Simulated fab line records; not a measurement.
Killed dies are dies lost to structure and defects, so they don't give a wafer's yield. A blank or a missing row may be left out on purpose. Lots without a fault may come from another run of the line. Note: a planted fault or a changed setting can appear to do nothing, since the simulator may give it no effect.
fab line records	flow n5_finfet
[record] lots = 6	wafers = 18	last_day = 18
route steps=1938 shown BEOL_M2@923 BEOL_M3@931 BEOL_M4@1111
lots with no fault: from the same line, run without faults
start_h: the number of hours between the record's first day and the start of the first shown wafer of the lot	wait_h: how many hours have passed since the lot's step before this one	" unchanged from the row above	L1.1+2: one row covering several wafers at once	- no value present, or no start provided	* or withheld: withheld	< > ~ a bound
route shown NAME@n: a module of which the file shows steps, and the number in the route of the first	usual: mean/standard deviation of fault-free wafers	same: alike in all rows	chamber/n: place in a boat	sites: the reading at each site	_std_site: how widely they spread, as a standard deviation	_edge_site: mean of outer sites minus mean of inner sites	radius_mm: for every site, how far away it sits from the centre of the wafer	mask NAME#n: copy n	behind: tool/chamber where the wafer was last shaped	hold: why the lot was held/for how many hours/how that ended	device: the n, p or np transistor that did not switch	end of line: the tests these same wafers got at the end of their route	a step given without rows: its recipe and nothing more	killed: dies lost to structure and defects at the first sort, not the wafer's yield	map: dies across one wafer; x = killed, . = not, _ = none there
set.NAME: setting as actually run; set.NAME@STEP: the setting as run at that earlier step	model.NAME: the simulator's own value behind a step, which no gauge read
a table for each step, a row for each wafer; lots at some steps of the route
services: a tool's chamber out of use, with start hour (start_h, from the record's first day; less than 0 if before it), hours out, and reason
[[steps]]
[step N5_BEOL_M2_CMP_52]
[recipe] stop_on = SiOC	t_overpolish_s = 6.8	down_force_psi = 1	platen_rpm = 50	clearing_platen_down_force_psi = 1.5	clearing_platen_rpm = 50	post_cmp_clean = cu_alkaline	target_thk_nm = 40	clearing_platen_pad_velocity_m_s = 0.99484	pad_velocity_m_s = 0.99484
[step N5_BEOL_M2_THK_MEAS_53]
[recipe] thk_meas_gauge = xrf	reads = Cu_of_BEOL_M2_ECD_50
[usual] M2_THK = 39.2/1.9
lot.wafer	tool	chamber	start_h	wait_h	M2_THK[nm]
L816.2	film_metro-01	-	161.67	-	37.5
L816.4	"	-	"	"	39.4
L816.5	"	-	"	"	41.2
L814.2	film_metro-01	-	184.47	-	42.5
L814.3	"	-	"	"	38.5
L814.4	"	-	"	"	39.9
L821.1	film_metro-02	-	191.80	-	37.2
L821.4	"	-	"	"	38.1
L821.6	"	-	"	"	38.5
L832.1	film_metro-01	-	261.33	-	42.4
L832.2	"	-	"	"	39.1
L832.5	"	-	"	"	40.2
L831.1	film_metro-01	-	262.72	-	39.4
L831.2	"	-	"	"	38.2
L831.4	"	-	"	"	40.5
L835.1	film_metro-01	-	282.83	-	38.1
L835.5	"	-	"	"	38.0
L835.6	"	-	"	"	40.6
[step N5_BEOL_M2_PRE_CLEAN_60]
[recipe] gas = NH3/H2	time_s = 15	temp_c = *	rf_power_w = 300
[usual] heater_power_outer_w = 24/6.3	heater_power_w = 97/15
lot.wafer	tool	chamber	start_h	wait_h	heater_power_outer_w	heater_power_w	since_wet_clean_h
L816.2	cvd_co-01	1	161.70	0.0	30	110	25
L816.4	"	0	"	"	21	91	-
L816.5	"	2	"	"	24	93	-
L814.2	cvd_co-01	0	184.54	0.1	21	92	945
L814.3	"	2	"	"	25	92	485
L814.4	"	1	"	"	31	115	-
L821.1	cvd_co-01	1	191.84	0.0	29	113	55
L821.4	"	1	"	"	30	117	-
L821.6	"	0	"	"	20	94	-
L832.1	cvd_co-01	2	261.37	0.0	25	95	562
L832.2	"	1	"	"	30	118	125
L832.5	"	1	"	"	30	114	-
L831.1	cvd_co-01	0	262.76	0.0	21	93	1023
L831.2	"	1	"	"	29	116	126
L831.4	"	0	"	"	21	94	-
L835.1	cvd_co-01	0	282.87	0.0	20	95	1043
L835.5	"	0	"	"	21	95	-
L835.6	"	2	"	"	25	94	-
[step N5_BEOL_M2_CO_CAP_55]
[recipe] material = Co	target_thk_a = 20	temp_c = 200	precursor = CCTBA/H2	pressure_torr = 30	time_s = 102.1
[usual] heater_power_outer_w = 128/8.2	heater_power_w = 252/19
lot.wafer	tool	chamber	start_h	wait_h	heater_power_outer_w	heater_power_w	since_wet_clean_h
L816.2	cvd_co-01	1	161.74	0.0	133	272	25
L816.4	"	0	"	"	126	248	-
L816.5	"	2	"	"	128	250	-
L814.2	cvd_co-01	0	184.58	0.0	122	250	945
L814.3	"	2	"	"	128	243	485
L814.4	"	1	"	"	133	281	-
L821.1	cvd_co-01	1	191.88	0.0	133	272	55
L821.4	"	1	"	"	135	270	-
L821.6	"	0	"	"	123	247	-
L832.1	cvd_co-01	2	261.41	0.0	128	249	562
L832.2	"	1	"	"	135	274	125
L832.5	"	1	"	"	135	269	-
L831.1	cvd_co-01	0	262.80	0.0	124	247	1023
L831.2	"	1	"	"	134	268	126
L831.4	"	0	"	"	124	243	-
L835.1	cvd_co-01	0	282.91	0.0	123	245	1043
L835.5	"	0	"	"	120	242	-
L835.6	"	2	"	"	131	248	-
[step N5_BEOL_M2_PRE_CLEAN_56]
[recipe] gas = NH3	time_s = 15	temp_c = withheld	rf_power_w = 300
[step N5_BEOL_M2_DEP_57]
[recipe] material = SiCN	target_thk_a = 80	temp_c = withheld	precursor = 3MS/NH3	pressure_torr = 3	rf_w = 202	time_s = 14
[step N5_BEOL_M2_RS_MEAS_58]
[recipe] thk_meas_gauge = four-point-probe	reads = Co_of_BEOL_M2_CO_CAP_55+Cu_of_BEOL_M2_ECD_50+Co_of_BEOL_M2_CVD_47+TaN_of_BEOL_M2_ALD_84
[usual] M2_RS = 0.69/0.042
lot.wafer	tool	chamber	start_h	wait_h	M2_RS[ohm/sq]
L816.2	film_metro-01	-	161.93	0.1	0.73
L816.4	"	-	"	"	0.68
L816.5	"	-	"	"	0.65
L814.2	film_metro-01	-	184.76	0.1	0.62
L814.3	"	-	"	"	0.71
L814.4	"	-	"	"	0.68
L821.1	film_metro-02	-	192.06	0.0	0.73
L821.4	"	-	"	"	0.71
L821.6	"	-	"	"	0.70
L832.1	film_metro-02	-	261.61	0.0	0.62
L832.2	"	-	"	"	0.68
L832.5	"	-	"	"	0.66
L831.1	film_metro-02	-	262.98	0.0	0.68
L831.2	"	-	"	"	0.71
L831.4	"	-	"	"	0.66
L835.1	film_metro-02	-	283.09	0.0	0.69
L835.5	"	-	"	"	0.70
L835.6	"	-	"	"	0.64
[step N5_BEOL_M2_INSPECT_59]
[recipe] inspect_instrument = darkfield	mode = post_dep
[usual] raw_defect_count = 73/23
lot.wafer	tool	chamber	start_h	wait_h	raw_defect_count
L816.2	defect_inspect-02	-	161.95	0.0	101
L816.4	"	-	"	"	82
L816.5	"	-	"	"	68
L814.2	defect_inspect-02	-	184.79	0.0	55
L814.3	"	-	"	"	121
L814.4	"	-	"	"	58
L821.1	defect_inspect-02	-	192.09	0.0	69
L821.4	"	-	"	"	97
L821.6	"	-	"	"	89
L832.1	defect_inspect-01	-	261.63	0.0	90
L832.2	"	-	"	"	103
L832.5	"	-	"	"	114
L831.1	defect_inspect-01	-	263.00	0.0	54
L831.2	"	-	"	"	37
L831.4	"	-	"	"	51
L835.1	defect_inspect-02	-	283.12	0.0	61
L835.5	"	-	"	"	42
L835.6	"	-	"	"	56
[step N5_BEOL_M3_ILD_DEP_00]
[recipe] material = SiOC	target_thk_a = 790	temp_c = 350	precursor = DEMS/O2	pressure_torr = 5	rf_w = 500	time_s = 15.3
[usual] heater_power_outer_w = 254/49	heater_power_w = 480/84	showerhead_plenum_p_Torr = 5.699/0.012	showerhead_vpp_V = 1393/87	throttle_valve_pct = 11.9/0.74
lot.wafer	tool	chamber	start_h	wait_h	heater_power_outer_w	heater_power_w	showerhead_plenum_p_Torr	showerhead_vpp_V	since_wet_clean_h	throttle_valve_pct
L816.2	pecvd-04	2	161.99	0.0	307	566	5.698	1384	474	12.1
L816.4	"	0	"	"	253	445	5.680	1376	-	12.2
L816.5	"	1	"	"	221	399	5.716	1437	-	13.9
L814.2	pecvd-04	0	184.82	0.0	214	394	5.678	1353	1251	11.9
L814.3	"	1	"	"	240	438	5.727	1449	1976	13.8
L814.4	"	1	"	"	242	426	5.732	1418	-	14.0
L821.1	pecvd-04	2	192.12	0.0	323	579	5.697	1389	505	12.1
L821.4	"	0	"	"	226	403	5.719	1373	-	12.3
L821.6	"	2	"	"	325	580	5.689	1396	-	11.8
L832.1	pecvd-02	0	261.67	0.0	298	540	5.694	1394	966	11.6
L832.2	"	2	"	"	158	362	5.699	1561	212	11.3
L832.5	"	0	"	"	311	524	5.700	1408	-	11.7
L831.1	pecvd-03	1	263.04	0.0	294	568	5.704	1303	1511	12.0
L831.2	"	0	"	"	285	507	5.683	1441	786	11.3
L831.4	"	1	"	"	297	582	5.693	1294	-	11.9
L835.1	pecvd-02	1	283.15	0.0	213	482	5.700	1347	1712	12.0
L835.5	"	1	"	"	215	499	5.691	1323	-	12.1
L835.6	"	0	"	"	240	444	5.705	1429	-	11.7
[step N5_BEOL_M3_THK_MEAS_01]
[recipe] reads = SiOC_of_BEOL_M3_ILD_DEP_00
[usual] M3_ILD_THK = 79.2/1
lot.wafer	tool	chamber	start_h	wait_h	M3_ILD_THK[nm]
L816.2	film_metro-01	-	162.06	0.1	78.7
L816.4	"	-	"	"	80.1
L816.5	"	-	"	"	80.9
L814.2	film_metro-01	-	184.89	0.1	77.7
L814.3	"	-	"	"	78.9
L814.4	"	-	"	"	80.5
L821.1	film_metro-02	-	192.19	0.0	78.5
L821.4	"	-	"	"	78.0
L821.6	"	-	"	"	79.6
L832.1	film_metro-01	-	261.74	0.0	77.4
L832.2	"	-	"	"	79.2
L832.5	"	-	"	"	79.2
L831.1	film_metro-02	-	263.11	0.0	78.6
L831.2	"	-	"	"	79.0
L831.4	"	-	"	"	80.2
L835.1	film_metro-01	-	283.24	0.1	80.4
L835.5	"	-	"	"	80.6
L835.6	"	-	"	"	78.9
[step N5_BEOL_M3_PECVD_72]
[recipe] material = SiO2	target_thk_a = 160	temp_c = 400	precursor = TEOS/O2	pressure_torr = 5.5	rf_w = 450	teos_flow_sccm = 53.8	gas = O2	flow_sccm = 3000	time_s = 18
[usual] heater_power_outer_w = 412/68	heater_power_w = 700/120	showerhead_plenum_p_Torr = 8.80/0.05	showerhead_vpp_V = 1318/73	throttle_valve_pct = 22.6/1.6
lot.wafer	tool	chamber	start_h	wait_h	heater_power_outer_w	heater_power_w	showerhead_plenum_p_Torr	showerhead_vpp_V	since_wet_clean_h	throttle_valve_pct
L816.2	pecvd-04	1	162.09	0.0	399	659	8.89	1359	1953	25.9
L816.4	"	0	"	"	412	665	8.78	1297	-	22.6
L816.5	"	1	"	"	418	656	8.92	1366	-	26.3
L814.2	pecvd-03	1	184.93	0.0	412	776	8.80	1239	1433	22.2
L814.3	"	0	"	"	446	718	8.80	1373	708	20.8
L814.4	"	1	"	"	406	758	8.77	1257	-	21.9
L821.1	pecvd-02	2	192.23	0.0	323	580	8.80	1458	142	20.8
L821.4	"	1	"	"	444	849	8.79	1297	-	22.7
L821.6	"	0	"	"	427	691	8.77	1333	-	21.5
L832.1	pecvd-04	2	261.77	0.0	450	753	8.79	1315	574	22.8
L832.2	"	0	"	"	391	671	8.81	1289	1328	22.2
L832.5	"	1	"	"	303	526	8.92	1380	-	26.1
L831.1	pecvd-03	1	263.15	0.0	496	888	8.79	1212	1511	22.1
L831.2	"	2	"	"	338	580	8.83	1210	32	21.4
L831.4	"	1	"	"	482	876	8.77	1254	-	22.1
L835.1	pecvd-03	1	283.28	0.0	490	898	8.80	1240	1531	22.1
L835.5	"	0	"	"	432	691	8.77	1376	-	21.2
L835.6	"	2	"	"	349	601	8.82	1214	-	21.2
[step N5_BEOL_M3_HM_DEP_02]
[recipe] material = TiN	target_thk_a = 200	temp_c = 25	chamber_pressure_pa = 0.49996
[usual] throttle_valve_pct = 29.8/0.99
lot.wafer	tool	chamber	start_h	wait_h	throttle_valve_pct
L816.2	pvd_sputter-03	-	162.79	0.7	30.0
L816.4	"	-	"	"	30.1
L816.5	"	-	"	"	29.7
L814.2	pvd_sputter-01	-	186.33	1.4	31.0
L814.3	"	-	"	"	30.8
L814.4	"	-	"	"	31.7
L821.1	pvd_sputter-03	-	192.68	0.4	30.5
L821.4	"	-	"	"	28.7
L821.6	"	-	"	"	30.3
L832.1	pvd_sputter-01	-	262.73	0.9	31.8
L832.2	"	-	"	"	29.4
L832.5	"	-	"	"	31.0
L831.1	pvd_sputter-02	-	263.59	0.4	29.2
L831.2	"	-	"	"	30.0
L831.4	"	-	"	"	28.1
L835.1	pvd_sputter-03	-	285.25	2.0	30.0
L835.5	"	-	"	"	29.0
L835.6	"	-	"	"	30.3
[step N5_BEOL_M3_COAT_61]
[recipe] resist = SOC	temp_c = 250	time_s = 60	spin_rpm = 1500	resist_thk_nm = 60
[usual] heater_power_total_W = 500.4/1.8	run_length_s = 65.98/0.13
lot.wafer	tool	chamber	start_h	wait_h	heater_power_total_W	run_length_s
L816.2	litho_track-02	0	162.91	0.1	503.3	66.04
L816.4	"	0	"	"	501.6	65.86
L816.5	"	0	"	"	500.9	65.91
L814.2	litho_track-01	0	186.46	0.1	497.9	65.97
L814.3	"	0	"	"	498.7	66.06
L814.4	"	0	"	"	498.6	66.28
L821.1	litho_track-02	0	192.80	0.1	498.7	65.93
L821.4	"	0	"	"	498.2	65.89
L821.6	"	0	"	"	500.6	65.84
L832.1	litho_track-02	0	262.86	0.1	502.0	66.22
L832.2	"	0	"	"	500.0	65.81
L832.5	"	0	"	"	570.5	54.15
L831.1	litho_track-01	0	263.72	0.1	499.1	66.03
L831.2	"	0	"	"	503.0	66.03
L831.4	"	0	"	"	501.9	66.01
L835.1	litho_track-02	0	285.38	0.1	502.3	65.79
L835.5	"	0	"	"	567.9	54.05
L835.6	"	0	"	"	501.6	65.97
[step N5_BEOL_M3_COAT_62]
[recipe] resist = SiARC	temp_c = 220	time_s = 60	spin_rpm = 1500	resist_thk_nm = 12
[step N5_BEOL_M4_RC_MEAS_101]
[usual] DIBL_N = 37.1/1.8	DIBL_P = 37.2/2.1	IOFF_N = 0.17/0.033	IOFF_P = 0.22/0.037	ION_N = 680/11	ION_P = 464/7.7	SS_N = 71.7/0.63	SS_P = 73.6/0.67	VT_N = 248.9/2.9	VT_P = -251/3.6
lot.wafer	tool	chamber	start_h	wait_h	DIBL_N[mV/V]	DIBL_P[mV/V]	IOFF_N[nA/um]	IOFF_P[nA/um]	ION_N[uA/um]	ION_P[uA/um]	SS_N[mV/dec]	SS_P[mV/dec]	VT_N[mV]	VT_P[mV]
L816.2	prober-01	0	187.80	0.2	33.6	33.5	0.12	0.16	656	455	71.5	71.4	253.8	-255
L816.4	"	0	"	"	35.6	36.5	0.15	0.20	670	464	71.3	73.7	251.5	-251
L816.5	"	0	"	"	39.0	40.9	0.24	0.28	696	475	71.8	74.5	244.6	-247
L814.2	prober-02	0	213.20	0.2	39.1	41.6	0.20	0.26	691	472	72.0	74.1	246.7	-250
L814.3	"	0	"	"	36.6	37.8	0.16	0.21	693	482	71.2	73.6	249.9	-250
L814.4	"	0	"	"	37.2	38.0	0.16	0.20	668	453	71.5	72.9	250.0	-250
L821.1	prober-01	0	216.01	0.0	35.3	34.7	0.16	0.22	682	468	71.4	73.0	250.5	-249
L821.4	"	0	"	"	39.0	38.8	0.22	0.30	685	474	72.1	73.9	245.0	-244
L821.6	"	0	"	"	38.1	38.2	0.21	0.30	687	480	72.9	73.6	245.6	-244
L831.1	prober-01	0	285.70	0.0	39.7	38.9	0.21	0.24	684	457	72.8	74.4	250.0	-250
L831.2	"	0	"	"	34.7	34.4	0.12	0.18	661	459	70.8	72.4	250.6	-252
L831.4	"	0	"	"	36.2	35.0	0.14	0.19	683	474	70.9	72.2	253.6	-255
L832.1	prober-01	0	286.63	0.3	35.1	36.7	0.14	0.20	674	461	70.9	73.1	250.6	-250
L832.2	"	0	"	"	37.7	39.0	0.19	0.24	686	472	71.8	74.3	246.5	-247
L832.5	"	0	"	"	35.5	37.1	0.15	0.21	673	466	71.5	73.5	249.9	-249
L835.1	prober-01	0	317.86	0.0	37.0	36.4	0.16	0.22	696	481	71.0	73.3	247.9	-249
L835.5	"	0	"	"	37.6	36.9	0.18	0.23	689	469	71.7	73.9	244.7	-251
L835.6	"	0	"	"	34.2	32.7	0.12	0.17	689	473	70.4	73.0	254.7	-254
[[services]]
tool	chamber	start_h	hours	kind
pecvd-03	-	165.77	0.7	repair
pecvd-04	2	168.49	7.5	repair
cvd_co-01	0	196.13	2.6	repair
cvd_co-01	-	197.12	0.5	repair
pecvd-03	2	202.38	-	clean
pecvd-03	2	202.38	-	consumable_replace:showerhead
pecvd-03	2	202.38	29.0	scheduled_down
pecvd-03	2	202.38	29.0	vent_cycle
pecvd-02	1	238.05	21.2	repair
pecvd-02	-	260.45	0.9	repair
pecvd-03	2	264.54	2.1	scheduled_down
pecvd-03	0	271.69	5.5	scheduled_down
[[key]]
[first_sign] step = N5_BEOL_M3_COAT_61	reading = run_length_s	direction = down	sigmas = 89	usual = *	struck = *
[effect] step = N5_BEOL_M3_COAT_61	reading = heater_power_total_W	direction = up	sigmas = 38	usual = *	struck = *
met_at N5_BEOL_M3_COAT_61
struck_wafers L832.5,L835.5
onset_between 192.80 262.86
[fault] kind = process_parameter_drift	tool = litho_track-02	chamber = -	onset_h = 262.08	steps = N5_BEOL_M3_COAT_61	channel = time_s	offset = *	shape = step	end_h = 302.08	scope = struck_wafers_only	acts_in = *	stated = *
